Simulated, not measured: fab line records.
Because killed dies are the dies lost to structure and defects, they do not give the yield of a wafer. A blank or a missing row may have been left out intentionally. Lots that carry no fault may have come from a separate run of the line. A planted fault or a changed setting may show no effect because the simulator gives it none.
Struck lot and sound lot, side by side | flow nand harc | 14 out of 1302 route steps
Sound: the wafers L689.2, L689.5, L689.6. Struck: wafers L692.1, L692.2, L692.4. At the end, the cause is stated.
Order at every step that has rows: each side's tool, ch and its chambers, its first start. Under that, the readings that differ: sound wafers | struck wafers | difference of the means | sigmas: that difference in standard deviations of wafers without a fault.
alike: same words and numbers on both sides, and readings whose means sit less than 2 such deviations apart. not compared: any withheld reading, any reading some wafer has no value for, any bound like >300 that may hide the same value, and any number with overlapping values for which the record gives no deviation.
The two part at a step that has a row with sigmas, a row that says differs or no value, or rows on one side only. Numbers that don't overlap but have no deviation are shown without sigmas and don't part them. Lack of a reading on every wafer of one side parts them only where that side has two or more wafers.

NHARC_A_ONON_D1_THK_MEAS_34: measures by ellipsometry.
  sound on film metro-02 at day 12 03:19; struck on film metro-01 at day 13 13:52
  alike: thk nm
NHARC_A_ONON_D1_INSPECT_32:
  sound on defect inspect-02 at day 12 03:23; struck on defect inspect-02 at day 13 13:57
  alike: raw defect count
NHARC_A_CHANNEL_HOLE_D1_DEP_00: deposits aC, target thk 3100 nm.
  sound on acl dep-02 ch 0, day 12 06:36; struck on acl dep-01 ch 0, day 13 18:11
  alike: throttle valve pct
NHARC_A_CHANNEL_HOLE_D1_DEP_01: deposits SiON, target thk 140 nm.
  sound on pecvd-03 ch 0,1,2, day 12 08:16; struck on pecvd-01 ch 0,1, day 13 20:06
  alike: heater power w
then, 7 steps without rows for these wafers: NHARC_A_CHANNEL_HOLE_D1_DEHYDRATE_02 (time 120 s); NHARC_A_CHANNEL_HOLE_D1_HMDS_03 (time 30 s); NHARC_A_CHANNEL_HOLE_D1_COAT_36 (time 75 s); NHARC_A_CHANNEL_HOLE_D1_COAT_37 (time 65 s); NHARC_A_CHANNEL_HOLE_D1_COAT_04 (resist thk 90 nm); NHARC_A_CHANNEL_HOLE_D1_SOFTBAKE_05 (time 55 s); NHARC_A_CHANNEL_HOLE_D1_EBR_06.
NHARC_A_CHANNEL_HOLE_D1_EXPOSE_07: exposes mask HOLE D1, target cd 100 nm.
  sound on arfi scanner-02 ch 0, day 12 08:40; struck on arfi scanner-02 ch 0, day 13 20:41
  reading              | sound          | struck         | difference | sigmas
  exposure dose mJ cm2 | 60.2 60.3 60.2 | 61.3 61.2 61.2 | +1.0       | +3
  alike: mask
then, 1 step without rows for these wafers: NHARC_A_CHANNEL_HOLE_D1_PEB_08 (peb time 65 s).
-- jump in the record: it breaks off in module A_CHANNEL_HOLE_D1 and resumes in module END (first step shown: number 1302 of the route), and 16 days separate the struck wafers' starts before and after --
NHARC_END_SORT_01:
  sound on prober-01 ch 0, day 29 10:33; struck on prober-02 ch 0, day 29 17:46
  reading         | sound    | struck      | difference | sigmas
  killed at array | 45 51 65 | 106 97 100  | +47        | +2
  killed dies     | 55 57 74 | 111 103 109 | +46        | +2
  alike: killed at other, killed at periphery, killed open, killed short

== WHERE THEY PART ==
First at NHARC_A_CHANNEL_HOLE_D1_EXPOSE_07; last, within this record, at NHARC_END_SORT_01.

WHY: what the simulator had put in
Process parameters drifting: arfi scanner-02 at NHARC_A_CHANNEL_HOLE_D1_EXPOSE_07, beginning at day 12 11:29. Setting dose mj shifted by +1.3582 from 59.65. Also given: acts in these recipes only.
